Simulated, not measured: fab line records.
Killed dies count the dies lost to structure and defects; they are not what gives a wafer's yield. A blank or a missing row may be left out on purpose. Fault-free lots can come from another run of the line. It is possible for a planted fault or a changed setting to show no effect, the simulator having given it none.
Chamber matching || flow n5-finfet || N5_BEOL_M4_ETCH_64 on rie-diel-03 has 4 sister chambers
The step etches SOC in N2/H2, target depth 75 nm, overetch 22.5 nm, time 121.9 s. 20 wafers are shown with their chamber, then 10 later ones without.

== WAFERS WITH THEIR CHAMBER ==
{"wafer": "L075.3", "chamber": 0, "showerhead-plenum-p-Torr (Torr)": 2.56, "drypump-motor-current-A (A)": 5.0, "throttle-valve-pct (%)": 17.49}
{"wafer": "L075.4", "chamber": 2, "showerhead-plenum-p-Torr (Torr)": 2.41, "drypump-motor-current-A (A)": 5.3, "throttle-valve-pct (%)": 17.89}
{"wafer": "L075.6", "chamber": 1, "showerhead-plenum-p-Torr (Torr)": 2.51, "drypump-motor-current-A (A)": 5.8, "throttle-valve-pct (%)": 17.66}
{"wafer": "L077.1", "chamber": 3, "showerhead-plenum-p-Torr (Torr)": 2.71, "drypump-motor-current-A (A)": 4.9, "throttle-valve-pct (%)": 17.56}
{"wafer": "L077.2", "chamber": 2, "showerhead-plenum-p-Torr (Torr)": 2.41, "drypump-motor-current-A (A)": 5.3, "throttle-valve-pct (%)": 17.90}
{"wafer": "L077.5", "chamber": 3, "showerhead-plenum-p-Torr (Torr)": 2.71, "drypump-motor-current-A (A)": 4.9, "throttle-valve-pct (%)": 17.56}
{"wafer": "L076.1", "chamber": 1, "showerhead-plenum-p-Torr (Torr)": 2.50, "drypump-motor-current-A (A)": 5.8, "throttle-valve-pct (%)": 17.70}
{"wafer": "L076.5", "chamber": 2, "showerhead-plenum-p-Torr (Torr)": 2.40, "drypump-motor-current-A (A)": 5.2, "throttle-valve-pct (%)": 17.93}
{"wafer": "L076.6", "chamber": 3, "showerhead-plenum-p-Torr (Torr)": 2.70, "drypump-motor-current-A (A)": 4.8, "throttle-valve-pct (%)": 17.59}
{"wafer": "L081.1", "chamber": 3, "showerhead-plenum-p-Torr (Torr)": 2.70, "drypump-motor-current-A (A)": 4.9, "throttle-valve-pct (%)": 17.60}
{"wafer": "L081.2", "chamber": 2, "showerhead-plenum-p-Torr (Torr)": 2.40, "drypump-motor-current-A (A)": 5.3, "throttle-valve-pct (%)": 17.94}
{"wafer": "L081.4", "chamber": 1, "showerhead-plenum-p-Torr (Torr)": 2.50, "drypump-motor-current-A (A)": 5.8, "throttle-valve-pct (%)": 17.70}
{"wafer": "L084.2", "chamber": 0, "showerhead-plenum-p-Torr (Torr)": 2.55, "drypump-motor-current-A (A)": 5.0, "throttle-valve-pct (%)": 17.53}
{"wafer": "L084.4", "chamber": 3, "showerhead-plenum-p-Torr (Torr)": 2.70, "drypump-motor-current-A (A)": 4.9, "throttle-valve-pct (%)": 17.60}
{"wafer": "L084.6", "chamber": 3, "showerhead-plenum-p-Torr (Torr)": 2.70, "drypump-motor-current-A (A)": 4.9, "throttle-valve-pct (%)": 17.60}
{"wafer": "L088.1", "chamber": 2, "showerhead-plenum-p-Torr (Torr)": 2.40, "drypump-motor-current-A (A)": 5.3, "throttle-valve-pct (%)": 17.95}
{"wafer": "L088.2", "chamber": 1, "showerhead-plenum-p-Torr (Torr)": 2.50, "drypump-motor-current-A (A)": 5.8, "throttle-valve-pct (%)": 17.72}
{"wafer": "L088.4", "chamber": 3, "showerhead-plenum-p-Torr (Torr)": 2.70, "drypump-motor-current-A (A)": 4.9, "throttle-valve-pct (%)": 17.59}
{"wafer": "L091.1", "chamber": 3, "showerhead-plenum-p-Torr (Torr)": 2.69, "drypump-motor-current-A (A)": 4.8, "throttle-valve-pct (%)": 17.61}
{"wafer": "L091.3", "chamber": 2, "showerhead-plenum-p-Torr (Torr)": 2.40, "drypump-motor-current-A (A)": 5.2, "throttle-valve-pct (%)": 17.94}

SIGNATURES (means of the wafers above)
{"reading": "showerhead-plenum-p-Torr", "chamber 0": 2.5550, "chamber 1": 2.5025, "chamber 2": 2.4033, "chamber 3": 2.7012, "scatter within a chamber": 0.00584}
{"reading": "drypump-motor-current-A", "chamber 0": 5.000, "chamber 1": 5.800, "chamber 2": 5.267, "chamber 3": 4.875, "scatter within a chamber": 0.0421}
{"reading": "throttle-valve-pct", "chamber 0": 17.5100, "chamber 1": 17.6950, "chamber 2": 17.9250, "chamber 3": 17.5888, "scatter within a chamber": 0.0226}
Rule: a wafer's distance from a chamber is the root of the sum, over the readings, of the square of ((its reading less the chamber's mean) divided by the reading's scatter). If the next closest chamber is less than 2 further off than the closest, the wafer can't be placed; otherwise it belongs to the closest. How the scatter is found: for the shown wafers, subtract from each reading the mean of its chamber, square and add these, divide the total by (wafers less chambers), then take the root.

== WAFERS WITHOUT THEIR CHAMBER ==
{"wafer": "L091.6", "showerhead-plenum-p-Torr (Torr)": 2.40, "drypump-motor-current-A (A)": 5.2, "throttle-valve-pct (%)": 17.95}
{"wafer": "L093.1", "showerhead-plenum-p-Torr (Torr)": 2.49, "drypump-motor-current-A (A)": 5.8, "throttle-valve-pct (%)": 17.41}
{"wafer": "L093.3", "showerhead-plenum-p-Torr (Torr)": 2.39, "drypump-motor-current-A (A)": 5.3, "throttle-valve-pct (%)": 17.96}
{"wafer": "L093.5", "showerhead-plenum-p-Torr (Torr)": 2.49, "drypump-motor-current-A (A)": 5.9, "throttle-valve-pct (%)": 17.40}
{"wafer": "L094.1", "showerhead-plenum-p-Torr (Torr)": 2.39, "drypump-motor-current-A (A)": 5.3, "throttle-valve-pct (%)": 17.99}
{"wafer": "L094.2", "showerhead-plenum-p-Torr (Torr)": 2.69, "drypump-motor-current-A (A)": 4.8, "throttle-valve-pct (%)": 17.64}
{"wafer": "L094.5", "showerhead-plenum-p-Torr (Torr)": 2.69, "drypump-motor-current-A (A)": 4.9, "throttle-valve-pct (%)": 17.63}
{"wafer": "L095.1", "showerhead-plenum-p-Torr (Torr)": 2.69, "drypump-motor-current-A (A)": 4.9, "throttle-valve-pct (%)": 17.64}
{"wafer": "L095.5", "showerhead-plenum-p-Torr (Torr)": 2.49, "drypump-motor-current-A (A)": 5.8, "throttle-valve-pct (%)": 17.38}
{"wafer": "L095.6", "showerhead-plenum-p-Torr (Torr)": 2.39, "drypump-motor-current-A (A)": 5.3, "throttle-valve-pct (%)": 17.97}

== CHAMBER TAKEN BY EACH ==
{"wafer": "L091.6", "from the rows above": 2, "in truth": 2}
{"wafer": "L093.1", "from the rows above": 1, "in truth": 1}
{"wafer": "L093.3", "from the rows above": 2, "in truth": 2}
{"wafer": "L093.5", "from the rows above": 1, "in truth": 1}
{"wafer": "L094.1", "from the rows above": 2, "in truth": 2}
{"wafer": "L094.2", "from the rows above": 3, "in truth": 3}
{"wafer": "L094.5", "from the rows above": 3, "in truth": 3}
{"wafer": "L095.1", "from the rows above": 3, "in truth": 3}
{"wafer": "L095.5", "from the rows above": 1, "in truth": 1}
{"wafer": "L095.6", "from the rows above": 2, "in truth": 2}
Correct placement for 10 of the 10. Left unplaced by these rows: 0. Wrongly placed: 0.
